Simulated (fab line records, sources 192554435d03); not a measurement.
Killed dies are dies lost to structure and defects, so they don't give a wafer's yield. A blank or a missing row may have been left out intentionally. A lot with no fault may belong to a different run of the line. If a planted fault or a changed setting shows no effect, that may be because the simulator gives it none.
Struck lot and sound lot, side by side    flow n5-finfet    15 steps out of a route of 1938
Sound: wafers L940.1, L940.5, L940.6. Struck: wafers L952.4, L952.5 (left out: L952.2, a lot-mate that was not struck); the cause follows at the end.
At each step with rows: each side's tool, then ch and its chambers, then its first start. Under that, the readings that differ: sound wafers    struck wafers    difference of the means    sigmas: that difference in standard deviations of wafers without a fault.
alike: readings with means less than 2 such deviations apart, plus words and numbers identical on both sides. not compared: withheld readings, readings lacking a value on some wafer, bounds such as >300 that could conceal the same value, and numbers that have no deviation in the record and whose values overlap.
The two part at a step that has a row with sigmas, a row that says differs or no value, or rows on one side only. Numbers that don't overlap but have no deviation are shown without sigmas and don't part them. Lack of a reading on every wafer of one side parts them only where that side has two or more wafers.

first, 8 steps without rows for these wafers: N5_BEOL_M12_COAT_66 (time 60 s, resist thk 110 nm); N5_BEOL_M12_COAT_22 (resist thk 300 nm); N5_BEOL_M12_EBR_24; N5_BEOL_M12_SOFTBAKE_23 (time 60 s); N5_BEOL_M12_EXPOSE_25 (exposes mask M12); N5_BEOL_M12_PEB_26 (peb time 90 s); N5_BEOL_M12_DEVELOP_27 (develop time 45 s); N5_BEOL_M12_HARDBAKE_32 (time 120 s).
N5_BEOL_M12_CD_MEAS_28 targets a cd of 160.2 nm.
  sound on cd-sem-02 ch 0, day 11 21:37; struck on cd-sem-01 ch 0, day 15 13:26
  alike: cd-nm
N5_BEOL_M12_OVL_MEAS_29:
  sound on overlay-02 ch 0, day 11 21:38; struck on overlay-01 ch 0, day 15 13:28
  alike: M12_OVL
N5_BEOL_M12_INSPECT_30: inspects for defects (macro).
  struck on defect-inspect-02, day 15 13:29; sound on defect-inspect-02, day 11 22:43
  alike: raw-defect-count
N5_BEOL_M12_DESCUM_33: chemistry O2, time 7.9 s.
  sound on rie-diel-02 ch 0,2,3, day 11 23:08; struck on rie-diel-01 ch 0, day 15 13:45
  alike: drypump-motor-current-A, oes-product-au, rf-vpp-V, showerhead-plenum-p-Torr, throttle-valve-pct
  not compared: rf-hours-counter-h
N5_BEOL_M12_ETCH_67: etches SiARC in CF4, target depth 143 nm, time 238.3 s.
  sound on rie-diel-02 ch 0,2,3, day 11 23:11; struck on rie-diel-01 ch 0, day 15 13:47
reading                sound              struck       difference                     sigmas
bias-w (W)             36.01 35.86 35.91  - -          no value on the struck wafers  
etch-rf-on-time-s (s)  229 251 254        307 309      +63                            +7
rf-vpp-V (V)           184.2 183.7 184.0  202.9 202.4  +18.7                          +20
  alike: drypump-motor-current-A, oes-product-au, showerhead-plenum-p-Torr, throttle-valve-pct
  not compared: rf-hours-counter-h
N5_BEOL_M12_ETCH_68: etches SOC in N2/H2, time 285 s.
  sound on rie-diel-02 ch 0,2,3, day 11 23:19; struck on rie-diel-01 ch 0, day 15 13:56
reading       sound              struck       difference  sigmas
rf-vpp-V (V)  521.2 521.5 521.9  525.5 526.2  +4.3        +2
  alike: bias-w, drypump-motor-current-A, oes-product-au, showerhead-plenum-p-Torr, throttle-valve-pct
  not compared: rf-hours-counter-h
following that, these wafers have no rows for 1 step: N5_PASSIVATION_PROBE_49.

== WHERE THEY PART ==
Last at N5_BEOL_M12_ETCH_68 as far as this record goes, first at N5_BEOL_M12_ETCH_67.

WHY: whatever the simulator had introduced
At N5_BEOL_M12_ETCH_67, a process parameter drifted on rie-diel-01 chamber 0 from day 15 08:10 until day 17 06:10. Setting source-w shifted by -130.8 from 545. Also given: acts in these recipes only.
